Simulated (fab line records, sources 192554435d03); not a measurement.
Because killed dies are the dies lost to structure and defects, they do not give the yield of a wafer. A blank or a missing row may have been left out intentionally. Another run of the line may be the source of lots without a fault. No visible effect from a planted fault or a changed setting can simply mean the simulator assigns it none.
Comparing a struck lot with a sound one    flow n5 finfet    36 out of 1938 route steps
Sound: these wafers, L425.1, L425.4, L425.5. Struck: wafers L431.5, L431.6 (left out: L431.2, a lot-mate that was not struck); the cause follows at the end.
Per side, at each step with rows, come the tool, then ch with its chambers, and then its first start. Under that, the readings that differ: sound wafers    struck wafers    difference of the means    sigmas: that difference in standard deviations of wafers without a fault.
alike: readings with means less than 2 such deviations apart, plus words and numbers identical on both sides. not compared: withheld readings, readings lacking a value on some wafer, bounds such as >300 that could conceal the same value, and numbers that have no deviation in the record and whose values overlap.
Wherever a step has rows on one side only, a row that says differs or no value, or a row with sigmas, the two part there. Numbers that don't overlap but have no deviation are shown without sigmas and don't part them. Lack of a reading on every wafer of one side parts them only where that side has two or more wafers.

first, 9 steps without rows for these wafers: N5_BEOL_M4_ANNEAL_95 (time 240 s); N5_BEOL_M4_SPUTTER_96 (material Cu, target thk 4.5 nm, time 8.29 s); N5_BEOL_M4_ECD_50 (material Cu, target thk 300 nm); N5_BEOL_M4_ANNEAL_51 (time 90 s); N5_BEOL_M4_CMP_52 (polishes, stops on SiOC, t overpolish 6.8 s, target thk 40 nm); N5_BEOL_M4_PRE_CLEAN_60 (time 15 s); N5_BEOL_M4_CO_CAP_55 (material Co, precursor CCTBA/H2, target thk 2 nm, time 102.1 s); N5_BEOL_M4_PRE_CLEAN_56 (time 15 s); N5_BEOL_M4_DEP_57 (deposits SiCN from 3MS/NH3, target thk 8 nm, time 14 s).
N5_BEOL_M4_RC_MEAS_101:
  sound on prober-01 ch 0, day 9 18:10; struck on prober-02 ch 0, day 11 21:12
  alike: DIBL_N, DIBL_P, IOFF_N, IOFF_P, ION_N, ION_P, SS_N, SS_P, VT_N, VT_P
then, 24 steps without rows for these wafers: N5_BEOL_M5_ILD_DEP_00 (deposits SiCOH lowk from DEMS/porogen, target thk 140.64 nm, time 25.9 s); N5_BEOL_M5_CURE_79 (cures SiCOH lowk, time 240 s); N5_BEOL_M5_PECVD_70 (deposits SiO2 from TEOS/O2, target thk 16 nm, time 18 s); N5_BEOL_M5_HM_DEP_02 (deposits TiN, target thk 20 nm); N5_BEOL_M5_COAT_59 (time 60 s, resist thk 60 nm); N5_BEOL_M5_COAT_60 (time 60 s, resist thk 12 nm); N5_BEOL_M5_COAT_71 (time 60 s, resist thk 5 nm); N5_BEOL_M5_COAT_05 (resist thk 30 nm); N5_BEOL_M5_EBR_07; N5_BEOL_M5_SOFTBAKE_06 (time 60 s); N5_BEOL_M5_EXPOSE_08 (exposes mask M5, target cd 28 nm); N5_BEOL_M5_PEB_09 (peb time 60 s); N5_BEOL_M5_DEVELOP_10 (develop time 30 s); N5_BEOL_M5_DESCUM_16 (chemistry O2, time 7 s); N5_BEOL_M5_ETCH_72 (etches underlayer in N2/H2, target depth 6.5 nm, time 5.2 s); N5_BEOL_M5_ETCH_61 (etches SiARC in CF4, target depth 15.6 nm, time 26 s); N5_BEOL_M5_ETCH_62 (etches SOC in N2/H2, target depth 75 nm, overetch 15 nm, time 112.5 s); N5_BEOL_M5_STRIP_63 (strips in N2/H2); N5_BEOL_M5_STRIP_73 (strips in N2/H2); N5_BEOL_M5_STRIP_64 (strips in CF4); N5_BEOL_M5_HM_OPEN_17 (chemistry Cl2/BCl3, target TiN, target depth 20 nm, overetch 6 nm); N5_BEOL_M5_STRIP_19 (strips in O2); N5_BEOL_M5_COAT_65 (time 60 s, resist thk 60 nm); N5_BEOL_M5_COAT_66 (time 60 s, resist thk 12 nm).
-- a jump in the record: the struck wafers' starts before and after are 2 days apart (it breaks off in module BEOL_M5 and resumes in module BEOL_M11, where the first step shown is number 1575 of the route) --
N5_BEOL_M11_VIA_ETCH_34: etches SiCOH lowk in C4F6/O2, target depth 184.5 nm, time 69.2 s.
  sound on rie diel-06 ch 1,3, day 12 09:13; struck on rie diel-06 ch 0,1, day 14 05:59
reading                                    sound            struck     difference  sigmas
model.etch.depth nm (nm)                   183 184.2 181.3  143 144.2  -39         
model.SOC_of_BEOL_M11_COAT_63.thk nm (nm)  91.8 92 92       93.6 93.6  +1.7        
  alike: drypump motor current A, mfc ar sccm, oes_o_777_au, oes product au, rf vpp V, showerhead plenum p Torr, throttle valve pct
  not compared: rf hours counter h
-- a jump in the record: the struck wafers' starts before and after are 2 days apart (it breaks off in module BEOL_M11 and resumes in module PASSIVATION, where the first step shown is number 1936 of the route) --
N5_PASSIVATION_PROBE_49:
  sound on prober-02 at day 14 13:02; struck on prober-02 at day 16 06:52
reading                   sound           struck     difference  sigmas
defect limited yield (%)  92.5 90.5 90.8  20.1 26.6  -67.9       -49
killed_at_M4_up           14 13 9         874 765    +808        +99 or more
killed dies               89 112 109      943 866    +801        +47
killed on rim             11 18 16        103 147    +110        +25
sort_bin_5_function (%)   4.2 4.9 5.3     76.9 69.5  +68.4       +72
sort n pass               1091 1068 1071  237 314    -801        -47
sort yield pct (%)        92.5 90.5 90.8  20.1 26.6  -67.9       -45
  alike: killed_at_M0_to_M3, killed at contacts, killed at front end, killed at other, killed open, killed short, sort_bin_6_memory

## WHERE THEY PART
N5_PASSIVATION_PROBE_49 only, going by this record.

WHY: whatever the simulator had introduced
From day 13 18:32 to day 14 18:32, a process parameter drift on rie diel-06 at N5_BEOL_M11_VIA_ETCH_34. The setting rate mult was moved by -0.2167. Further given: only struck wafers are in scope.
